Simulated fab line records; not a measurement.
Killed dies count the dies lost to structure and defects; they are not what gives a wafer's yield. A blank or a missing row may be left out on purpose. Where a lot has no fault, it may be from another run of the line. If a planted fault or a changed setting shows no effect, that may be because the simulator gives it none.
Which of the tools did it? -- flow nand-harc -- 44 wafers from 15 lots sampled at 6 of the route's 1159 steps

## WHAT THE GAUGES SHOWED, per wafer
NHARC_A_BONDPAD_THK_MEAS_30: measures by ellipsometry.
lot,measured,on,thk-nm (nm)
L189,day 18 02:21,film-metro-01,200.5 201.2 199.2
L188,day 18 09:38,film-metro-02,199.0 201.4 199.1
L192,day 18 09:40,film-metro-01,201.4 201.6 202.9
L190,day 19 00:51,film-metro-02,200.9 201.2 200.3
L194,day 19 14:11,film-metro-01,202.2 201.9
L191,day 19 14:28,film-metro-01,197.7 196.9 198.9
L201,day 21 05:11,film-metro-02,200.2 199.7 197.7
L202,day 21 15:33,film-metro-01,202.1 202.2 199.4
L200,day 22 00:24,film-metro-02,198.9 201.3 201.6
L203,day 22 00:55,film-metro-01,200.9 199.0 202.4
L205,day 22 01:25,film-metro-01,199.0 198.8 199.3
L206,day 22 01:46,film-metro-01,200.4 199.5 201.5
L208,day 22 15:31,film-metro-02,199.2 199.5 204.7
L207,day 23 05:49,film-metro-01,201.2 203.2 200.1
L210,day 23 09:11,film-metro-02,199.3 199.8 198.1

NHARC_A_BONDPAD_THK_MEAS_20: measures by xrf.
lot,measured,on,thk-nm (nm)
L189,day 18 05:57,film-metro-02,169.6 171.7 169.3
L188,day 18 12:46,film-metro-02,167.2 168.2 168.7
L192,day 18 12:53,film-metro-01,169.5 169.5 171.7
L190,day 19 03:51,film-metro-02,402.5 397.5 398.6
L194,day 19 17:11,film-metro-01,393.0 395.3
L191,day 19 17:37,film-metro-01,405.6 402.8 402.9
L201,day 21 08:24,film-metro-02,169.2 170.3 171.3
L202,day 21 18:39,film-metro-01,166.1 170.3 169.0
L200,day 22 03:33,film-metro-01,167.2 170.9 167.6
L203,day 22 04:05,film-metro-02,172.0 168.7 168.7
L205,day 22 04:45,film-metro-01,170.6 169.5 168.1
L206,day 22 05:13,film-metro-01,169.1 171.9 169.1
L208,day 22 18:38,film-metro-02,172.7 169.7 171.7
L207,day 23 08:58,film-metro-02,170.0 168.9 168.5
L210,day 23 12:51,film-metro-01,170.8 171.3 170.0

NHARC_A_BONDPAD_INSPECT_23.
lot,measured,on,raw-defect-count
L189,day 18 06:10,defect-inspect-02,295 337 299
L188,day 18 12:59,defect-inspect-02,540 408 549
L192,day 18 13:06,defect-inspect-02,635 527 402
L190,day 19 04:04,defect-inspect-01,3445 3267 3199
L194,day 19 17:25,defect-inspect-02,3306 3262
L191,day 19 17:52,defect-inspect-01,3181 3212 3145
L201,day 21 08:38,defect-inspect-01,357 364 464
L202,day 21 18:51,defect-inspect-02,560 563 388
L200,day 22 03:45,defect-inspect-02,528 628 326
L203,day 22 04:17,defect-inspect-01,323 426 423
L205,day 22 04:57,defect-inspect-01,430 394 364
L206,day 22 05:28,defect-inspect-02,411 387 518
L208,day 22 18:51,defect-inspect-02,824 747 624
L207,day 23 09:10,defect-inspect-01,437 466 426
L210,day 23 13:03,defect-inspect-01,435 588 442

## EACH LOT AND THE TOOL THAT RAN IT (in order: tool; ch and the chambers of the sampled wafers; start)
lot,NHARC_A_BONDPAD_DESCUM_11,NHARC_A_BONDPAD_PRE_CLEAN_26,NHARC_A_BONDPAD_CMP_19
L189,"rie-diel-10 ch 0,1, day 18 03:08","pvd-sputter-01, day 18 05:39 or earlier","cmp-01 ch 1,2, day 18 05:39"
L188,"rie-diel-07 ch 0,1,3, day 18 10:18","pvd-sputter-01, day 18 12:30 or earlier","cmp-01 ch 0,1,2, day 18 12:30"
L192,"rie-diel-10 ch 0,1,2, day 18 10:28","pvd-sputter-03, day 18 12:34 or earlier","cmp-03 ch 2,3, day 18 12:34"
L190,"rie-diel-10 ch 1,2,3, day 19 01:31","pvd-sputter-02, day 19 03:32 or earlier","cmp-01 ch 0,1,2, day 19 03:32"
L194,"rie-diel-10 ch 0,1, day 19 14:51","pvd-sputter-03, day 19 16:56 or earlier","cmp-03 ch 1,2, day 19 16:56"
L191,"rie-diel-05 ch 0,2,3, day 19 15:16","pvd-sputter-02, day 19 17:17 or earlier","cmp-02 ch 0,1,3, day 19 17:17"
L201,"rie-diel-10 ch 0,3, day 21 05:59","pvd-sputter-03, day 21 08:07 or earlier","cmp-03 ch 0,1, day 21 08:07"
L202,"rie-diel-10 ch 0,3, day 21 16:14","pvd-sputter-02, day 21 18:21 or earlier","cmp-01 ch 0,1, day 21 18:21"
L200,"rie-diel-05 ch 0,2, day 22 01:12","pvd-sputter-01, day 22 03:13 or earlier","cmp-02 ch 0,2, day 22 03:13"
L203,"rie-diel-05 ch 1,2,3, day 22 01:41","pvd-sputter-01, day 22 03:47 or earlier","cmp-01 ch 1,3, day 22 03:47"
L205,"rie-diel-07 ch 0,1, day 22 02:13","pvd-sputter-01, day 22 04:25 or earlier","cmp-01 ch 0,3, day 22 04:25"
L206,"rie-diel-10 ch 0,2,3, day 22 02:32","pvd-sputter-02, day 22 04:54 or earlier","cmp-01 ch 0,2, day 22 04:54"
L208,"rie-diel-10 ch 0,1,3, day 22 16:19","pvd-sputter-02, day 22 18:19 or earlier","cmp-01 ch 1,2, day 22 18:19"
L207,"rie-diel-05 ch 1,2,3, day 23 06:38","pvd-sputter-02, day 23 08:42 or earlier","cmp-02 ch 0,2,3, day 23 08:42"
L210,"rie-diel-05 ch 0,2,3, day 23 09:53","pvd-sputter-02, day 23 12:31 or earlier","cmp-03 ch 0,1, day 23 12:31"
- NHARC_A_BONDPAD_DESCUM_11: chemistry O2, time 3 s.
- NHARC_A_BONDPAD_PRE_CLEAN_26: time 30 s.
- NHARC_A_BONDPAD_CMP_19: polishes, t overpolish 30 s, cu recess touch 16 s, target thk 169.8 nm.

## AS READ BY THE TOOLS THEMSELVES (means over the sampled wafers that have a number; for cases with no such wafer, the mark the record gives instead)
NHARC_A_BONDPAD_DESCUM_11.
lot,tool,drypump-motor-current-A (A),oes-product-au (a.u.),rf-vpp-V (V),showerhead-plenum-p-Torr (Torr),throttle-valve-pct (%)
L189,rie-diel-10,5.4,0.997,57.2,1.86,11.311
L188,rie-diel-07,6.0,0.989,56.7,1.91,11.313
L192,rie-diel-10,5.6,1.000,57.7,1.84,11.314
L190,rie-diel-10,5.4,0.999,57.4,1.87,11.319
L194,rie-diel-10,5.5,1.002,57.7,1.88,11.303
L191,rie-diel-05,5.7,1.002,56.1,1.88,11.318
L201,rie-diel-10,5.6,0.998,57.9,1.97,11.315
L202,rie-diel-10,5.7,0.995,57.2,1.95,11.314
L200,rie-diel-05,6.1,1.011,57.9,1.85,11.308
L203,rie-diel-05,5.7,1.005,58.3,1.88,11.306
L205,rie-diel-07,6.1,0.989,57.8,1.89,11.316
L206,rie-diel-10,5.6,1.003,58.8,1.90,11.308
L208,rie-diel-10,5.5,1.006,57.9,1.92,11.305
L207,rie-diel-05,5.7,1.019,57.8,1.88,11.316
L210,rie-diel-05,5.7,1.018,58.4,1.88,11.311

NHARC_A_BONDPAD_PRE_CLEAN_26.
lot,tool,heater-power-w (W)
L189,pvd-sputter-01,395
L188,pvd-sputter-01,379
L192,pvd-sputter-03,402
L190,pvd-sputter-02,392
L194,pvd-sputter-03,390
L191,pvd-sputter-02,398
L201,pvd-sputter-03,413
L202,pvd-sputter-02,399
L200,pvd-sputter-01,378
L203,pvd-sputter-01,393
L205,pvd-sputter-01,413
L206,pvd-sputter-02,399
L208,pvd-sputter-02,391
L207,pvd-sputter-02,399
L210,pvd-sputter-02,381

NHARC_A_BONDPAD_CMP_19.
lot,tool,edge-zone-pressure-frac,motor-current-A (A),overpolish-run-s (s)
L189,cmp-01,1.004,13.5,29.995
L188,cmp-01,1.001,13.0,30.007
L192,cmp-03,0.998,12.4,29.997
L190,cmp-01,-,-,-
L194,cmp-03,-,-,-
L191,cmp-02,-,-,-
L201,cmp-03,1.002,11.4,30.000
L202,cmp-01,0.998,12.5,30.010
L200,cmp-02,1.000,10.9,30.001
L203,cmp-01,0.999,11.5,30.006
L205,cmp-01,1.006,12.1,29.998
L206,cmp-01,0.999,13.5,29.997
L208,cmp-01,0.995,13.2,29.993
L207,cmp-02,0.998,10.9,30.002
L210,cmp-03,0.993,11.4,30.003

## THE ANSWER, worked out from the rows above alone
Rule: usual is defined by the lots themselves. Put in order of their means at a reading, lots are off if they are a third of the lots or fewer, leave a main group of 4 or more, and stand apart from it by a gap of 3 or more times the standard deviation of the main group's means; of several such gaps the widest counts. Not used: any main group whose means are identical at the precision the tables above print for the reading. A lot without any number at a reading at which 4 lots or more have one is off too. Where the step has rows for the other lots, those lots are counted as sound. The gauges are gone through in route order, then the tools' own readings, and for those a lot's mean is taken as printed above. At the first step where some lot is off, the reading lying furthest off is the one used; lots without a number count as furthest.
Off: L190, L194, L191 (NHARC_A_BONDPAD_THK_MEAS_20, thk-nm). The main group: mean 169.7 nm, standard deviation 0.95.
A tool fits if, at a process step before that reading, it ran every lot that is off, and no sound lot after the first of them. The gauges at NHARC_A_BONDPAD_THK_MEAS_20 aren't tried: what is off there is off at NHARC_A_BONDPAD_INSPECT_23 too, on other tools, and a gauge's error can't cause that. With no start given for some of its lots, NHARC_A_BONDPAD_PRE_CLEAN_26 uses the hours and lot order of NHARC_A_BONDPAD_CMP_19. No candidate that was tried fits.

## WHAT WAS PUT IN BY THE SIMULATOR
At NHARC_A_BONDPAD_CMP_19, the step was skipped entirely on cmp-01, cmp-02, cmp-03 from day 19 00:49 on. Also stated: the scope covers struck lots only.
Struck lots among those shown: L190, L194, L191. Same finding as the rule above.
